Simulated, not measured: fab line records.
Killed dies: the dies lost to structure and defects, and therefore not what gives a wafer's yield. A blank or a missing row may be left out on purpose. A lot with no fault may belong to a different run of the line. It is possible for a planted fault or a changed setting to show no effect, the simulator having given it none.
Matching of chambers | flow n5-finfet | N5_MOL_CONTACT_COAG_ETCH_110 on rie-diel-03: 4 sister chambers
The step etches Si in CF4/O2, target depth 2.5 nm, time 8 s. 16 wafers are shown with their chamber, then 8 later ones without.

WAFERS PAIRED WITH THEIR CHAMBERS
wafer  | chamber | drypump-motor-current-A (A) | showerhead-plenum-p-Torr (Torr) | rf-vpp-V (V)
L075.3 | 2       | 5.4                         | 2.29                            | 130
L075.4 | 3       | 5.5                         | 2.28                            | 127
L075.6 | 3       | 5.5                         | 2.28                            | 128
L081.2 | 0       | 5.8                         | 2.21                            | 122
L081.5 | 2       | 5.4                         | 2.28                            | 130
L081.6 | 3       | 5.4                         | 2.27                            | 129
L085.1 | 3       | 5.5                         | 2.27                            | 129
L085.3 | 0       | 5.8                         | 2.21                            | 124
L085.4 | 2       | 5.4                         | 2.28                            | 129
L086.2 | 0       | 5.8                         | 2.21                            | 123
L086.4 | 3       | 5.5                         | 2.27                            | 129
L086.6 | 3       | 5.5                         | 2.27                            | 129
L091.1 | 3       | 5.4                         | 2.27                            | 129
L091.2 | 1       | 6.3                         | 2.24                            | 134
L091.6 | 3       | 5.4                         | 2.27                            | 129
L093.1 | 2       | 5.4                         | 2.27                            | 129

SIGNATURES (means of the wafers above)
reading                  | chamber 0 | chamber 1 | chamber 2 | chamber 3 | scatter within a chamber
drypump-motor-current-A  | 5.800     | 6.300     | 5.400     | 5.463     | 0.0395
showerhead-plenum-p-Torr | 2.2100    | 2.2400    | 2.2800    | 2.2725    | 0.0054
rf-vpp-V                 | 123.00    | 134.00    | 129.50    | 128.62    | 0.757
Rule: for each reading, subtract the chamber's mean from the wafer's reading, divide by that reading's scatter and square the result; add these up over the readings and take the root, which gives the wafer's distance from the chamber. If the next closest chamber is less than 2 further off than the closest, the wafer can't be placed; otherwise it belongs to the closest. The scatter is the square root of a quotient: the sum, over the shown wafers, of each reading's squared deviation from its chamber's mean, divided by wafers minus chambers.

WAFERS MISSING THEIR CHAMBER
wafer  | drypump-motor-current-A (A) | showerhead-plenum-p-Torr (Torr) | rf-vpp-V (V)
L093.3 | 6.3                         | 2.23                            | 135
L093.4 | 5.4                         | 2.27                            | 129
L094.2 | 6.3                         | 2.23                            | 133
L094.3 | 5.5                         | 2.26                            | 128
L094.5 | 5.4                         | 2.27                            | 129
L096.4 | 5.5                         | 2.26                            | 128
L096.5 | 5.4                         | 2.26                            | 129
L096.6 | 5.8                         | 2.21                            | 124

CHAMBER TAKEN BY EACH
wafer  | from the rows above     | in truth
L093.3 | 1                       | 1
L093.4 | can't be placed: 3 or 2 | 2
L094.2 | 1                       | 1
L094.3 | 3                       | 3
L094.5 | can't be placed: 3 or 2 | 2
L096.4 | 3                       | 3
L096.5 | can't be placed: 3 or 2 | 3
L096.6 | 0                       | 0
Placed correctly: 5 of 8. Cannot be placed on the basis of these rows: 3; the candidates contain the true chamber in 3. Wrongly placed: 0.
